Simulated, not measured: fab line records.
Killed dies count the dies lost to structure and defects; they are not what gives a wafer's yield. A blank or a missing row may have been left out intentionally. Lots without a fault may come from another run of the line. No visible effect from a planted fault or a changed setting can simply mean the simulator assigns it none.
fab line records | flow nand_harc
record: lots: 6 | wafers: 18 | last_day: 24
route steps=1159 shown P_GATE@128
lots with no fault: from the same line, run without faults
start_h: start of the lot's first displayed wafer, in hours after the record's first day | wait_h: time in hours since the lot's previous step | " unchanged from the row above | L1.1+2: several wafers, shown together as one row | - no value, or no start given | * or withheld: withheld | < > ~ a bound
route shown NAME@n: a module of which the file shows steps, and the number in the route of the first | usual: mean/standard deviation taken from wafers without a fault | same: alike in all rows | chamber/n: place in a boat | sites: readings site by site | _std_site: their standard deviation | _edge_site: the outer-site mean with the inner-site mean subtracted | radius_mm: for every site, how far away it sits from the centre of the wafer | mask NAME#n: copy n | behind: the last tool/chamber to shape the wafer | hold: cause of the lot's hold/its duration in hours/its outcome | device: the transistor (n, p or np) that didn't switch | end of line: at the end of the route, the tests of the same wafers | a step with no rows: only its recipe | killed: dies that structure and defects cost at the first sort, which is not the same as the wafer's yield | map: a wafer's dies, x killed, . not, _ none there
set.NAME: the setting that was run; set.NAME@STEP: the one run at that earlier step | model.NAME: the simulator's own value behind a step, which no gauge read
lots at some steps of the route; a table a step, a row a wafer
services: a tool's chamber out of use, with start hour (start_h, from the record's first day; less than 0 if before it), hours out, and reason
== steps ==
step: NHARC_P_GATE_SRD_72
step: NHARC_P_GATE_OXIDE_16
recipe: target_thk_a: 30 | temp_c: 875 | ox_time_s: 392 | material: SiO2
step: NHARC_P_GATE_CVD_17
recipe: target_thk_a: 1500 | temp_c: 620 | time_s: 900 | material: poly-Si
step: NHARC_P_GATE_HM_DEP_102
recipe: target_thk_a: 1200 | temp_c: 400 | material: aC
usual: throttle_valve_pct: 35.000/0.0089
lot.wafer | tool       | chamber | start_h | wait_h | throttle_valve_pct
L103.2    | acl_dep-03 | 0       | 90.89   | 1.0    | 35.001
L103.4    | "          | 0       | "       | "      | 34.999
L103.5    | "          | 0       | "       | "      | 34.994
L111.2    | acl_dep-03 | 0       | 146.74  | 1.2    | 34.993
L111.5    | "          | 0       | "       | "      | 35.001
L111.6    | "          | 0       | "       | "      | 34.986
L112.4    | acl_dep-03 | 0       | 147.60  | 2.1    | 35.002
L112.5    | "          | 0       | "       | "      | 35.010
L112.6    | "          | 0       | "       | "      | 35.003
L114.1    | acl_dep-03 | 0       | 168.55  | 2.3    | 34.999
L114.2    | "          | 0       | "       | "      | 35.000
L114.5    | "          | 0       | "       | "      | 35.000
L119.1    | acl_dep-01 | 0       | 183.85  | 1.6    | 35.004
L119.5    | "          | 0       | "       | "      | 35.009
L119.6    | "          | 0       | "       | "      | 35.011
L124.1    | acl_dep-02 | 0       | 214.13  | 1.0    | 34.990
L124.2    | "          | 0       | "       | "      | 35.008
L124.5    | "          | 0       | "       | "      | 35.010
step: NHARC_P_GATE_DEP_103
recipe: target_thk_a: 300 | target_thk_nm: 30 | temp_c: 400 | flow_sccm: 200 | rf_w: 350 | material: SiON
usual: heater_power_w: 803/120 | rf_fwd_power_W: 348.5/1
lot.wafer | tool     | chamber | start_h | wait_h | heater_power_w | rf_fwd_power_W | since_wet_clean_h
L103.2    | pecvd-01 | 0       | 91.50   | 0.5    | 591            | 349.4          | 22
L103.5    | "        | 1       | "       | "      | 866            | 349.0          | -
L103.4    | "        | 2       | "       | "      | 819            | 347.4          | -
L111.2    | pecvd-04 | 1       | 147.36  | 0.5    | 750            | 348.7          | 120
L111.6    | "        | 2       | "       | "      | 970            | 348.4          | -
L111.5    | "        | 1       | "       | "      | 761            | 350.6          | -
L112.4    | pecvd-04 | 1       | 148.03  | 0.3    | 747            | 348.5          | -
L112.6    | "        | 2       | "       | "      | 866            | 347.8          | -
L112.5    | "        | 0       | "       | "      | 896            | 349.1          | -
L114.1    | pecvd-04 | 1       | 169.24  | 0.6    | 728            | 348.6          | 142
L114.2    | "        | 2       | "       | "      | 951            | 348.7          | 142
L114.5    | "        | 1       | "       | "      | 733            | 347.6          | -
L119.1    | pecvd-01 | 1       | 184.73  | 0.8    | 869            | 348.1          | 116
L119.5    | "        | 1       | "       | "      | 861            | 348.3          | -
L119.6    | "        | 2       | "       | "      | 760            | 348.1          | -
L124.1    | pecvd-01 | 2       | 214.83  | 0.6    | 898            | 349.3          | 146
L124.2    | "        | 0       | "       | "      | 634            | 348.0          | 146
L124.5    | "        | 2       | "       | "      | 924            | 348.5          | -
step: NHARC_P_GATE_DEHYDRATE_18
recipe: temp_c: 150 | time_s: 120
step: NHARC_P_GATE_HMDS_19
recipe: time_s: 30
step: NHARC_P_GATE_COAT_20
recipe: spin_rpm: 1500 | resist_thk_nm: 90
step: NHARC_P_GATE_SOFTBAKE_21
recipe: temp_c: 105 | time_s: 55
step: NHARC_P_GATE_EBR_22
step: NHARC_P_GATE_EXPOSE_23
recipe: na: 1.35 | target_cd_nm: 120 | dose_mj: 93.91 | mask_id: P_GATE
step: NHARC_P_GATE_PEB_24
recipe: peb_temp_c: 100 | peb_time_s: 65
step: NHARC_P_GATE_DEVELOP_25
recipe: develop_time_s: 35 | dev_temp_c: 23
usual: chill_plate_temp_C: 23.01/0.095 | develop_time_s: 35/0
lot.wafer | tool           | chamber | start_h | wait_h | chill_plate_temp_C | develop_time_s
L103.2    | litho_track-01 | 0       | 92      | -      | 23.12              | 35
L103.4    | "              | 0       | "       | "      | 23.01              | 35
L103.5    | "              | 0       | "       | "      | 23.08              | 35
L111.2    | litho_track-06 | -       | 147     | -      | -                  | -
L111.5    | "              | -       | "       | "      | -                  | -
L111.6    | "              | -       | "       | "      | -                  | -
L112.4    | litho_track-01 | -       | 148     | -      | -                  | -
L112.5    | "              | -       | "       | "      | -                  | -
L112.6    | "              | -       | "       | "      | -                  | -
L114.1    | litho_track-04 | 0       | 169     | -      | 22.80              | 35
L114.2    | "              | 0       | "       | "      | 22.94              | 35
L114.5    | "              | 0       | "       | "      | 22.93              | 35
L119.1    | litho_track-04 | 0       | 185     | -      | 23.04              | 35
L119.5    | "              | 0       | "       | "      | 22.98              | 35
L119.6    | "              | 0       | "       | "      | 22.93              | 35
L124.1    | litho_track-01 | 0       | 215     | -      | 23.20              | 35
L124.2    | "              | 0       | "       | "      | 23.19              | 35
L124.5    | "              | 0       | "       | "      | 22.99              | 35
step: NHARC_P_GATE_CD_MEAS_26
recipe: target_cd_nm: 120 | landing_energy_ev: 500
usual: cd_nm: 120.2/0.6
lot.wafer | tool      | chamber | start_h | wait_h | cd_nm
L103.2    | cd_sem-01 | 0       | 92.13   | -      | 120.3
L103.4    | "         | 0       | "       | "      | 120.4
L103.5    | "         | 0       | "       | "      | 121.1
L111.2    | cd_sem-01 | 0       | 147.98  | -      | -
L111.5    | "         | 0       | "       | "      | -
L111.6    | "         | 0       | "       | "      | -
L112.4    | cd_sem-02 | 0       | 148.50  | -      | -
L112.5    | "         | 0       | "       | "      | -
L112.6    | "         | 0       | "       | "      | -
L114.1    | cd_sem-02 | 0       | 169.76  | -      | 120.0
L114.2    | "         | 0       | "       | "      | 119.9
L114.5    | "         | 0       | "       | "      | 119.8
L119.1    | cd_sem-01 | 0       | 185.29  | -      | 119.8
L119.5    | "         | 0       | "       | "      | 119.7
L119.6    | "         | 0       | "       | "      | 119.1
L124.1    | cd_sem-02 | 0       | 215.50  | -      | 120.2
L124.2    | "         | 0       | "       | "      | 120.3
L124.5    | "         | 0       | "       | "      | 119.9
== services ==
tool           | chamber | start_h | hours | kind
pecvd-01       | 0       | 69.16   | -     | clean
pecvd-01       | 1       | 69.16   | -     | clean
pecvd-01       | 2       | 69.16   | -     | clean
litho_track-01 | -       | 93.00   | 7.0   | pm
pecvd-04       | -       | 109.45  | 2.5   | repair
acl_dep-01     | -       | 112.32  | 13.0  | pm
litho_track-06 | -       | 117.00  | 7.0   | pm
pecvd-01       | 2       | 124.68  | 12.8  | repair
pecvd-01       | 2       | 137.55  | 13.5  | repair
pecvd-04       | -       | 140.19  | 0.6   | repair
litho_track-04 | -       | 141.00  | 7.0   | pm
litho_track-01 | -       | 154.37  | -     | consumable_replace:filter
pecvd-01       | 2       | 157.18  | 8.7   | repair
pecvd-01       | -       | 167.42  | 7.7   | repair
acl_dep-02     | -       | 167.71  | 13.0  | pm
litho_track-04 | -       | 182.20  | -     | consumable_replace:filter
litho_track-06 | -       | 183.95  | -     | consumable_replace:filter
pecvd-04       | -       | 195.00  | 13.0  | pm
pecvd-04       | 0       | 195.00  | 13.0  | vent_cycle
pecvd-04       | 1       | 195.00  | 13.0  | vent_cycle
pecvd-04       | 2       | 195.00  | 13.0  | vent_cycle
pecvd-04       | 0       | 208.00  | -     | clean
pecvd-04       | 1       | 208.00  | -     | clean
pecvd-04       | 2       | 208.00  | -     | clean
== key ==
first_sign: step: NHARC_P_GATE_DEVELOP_25 | reading: tool_record | direction: missing
effect none on later readings
met_at NHARC_P_GATE_DEVELOP_25
struck_wafers L111.2,L111.5,L111.6,L112.4,L112.5,L112.6
later_rows_left_out L111.2,L111.5,L111.6,L112.4,L112.5,L112.6
sort_left_out L111.2,L111.5,L111.6,L112.4,L112.5,L112.6
tester_left_out L111,L112
onset_between 92 147
fault: kind: skipped_step_whole | tool: litho_track-01,litho_track-06 | chamber: - | onset_h: 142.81 | steps: NHARC_P_GATE_DEVELOP_25 | scope: struck_lots_only
tester_left_out: of these lots the tester's yield and bins aren't shown, on N5 and GAA mostly nor the transistor test; their killed dies are dies lost to structure and defects alone, not to doping, threshold or leakage, so they don't give the yield
sort_left_out: the simulated sort isn't trusted on such a fault, so these wafers' sort isn't shown, and their yield isn't known
later_rows_left_out: the simulator's readings of these wafers behind a module that went badly wrong aren't trusted and aren't shown, but for the sort
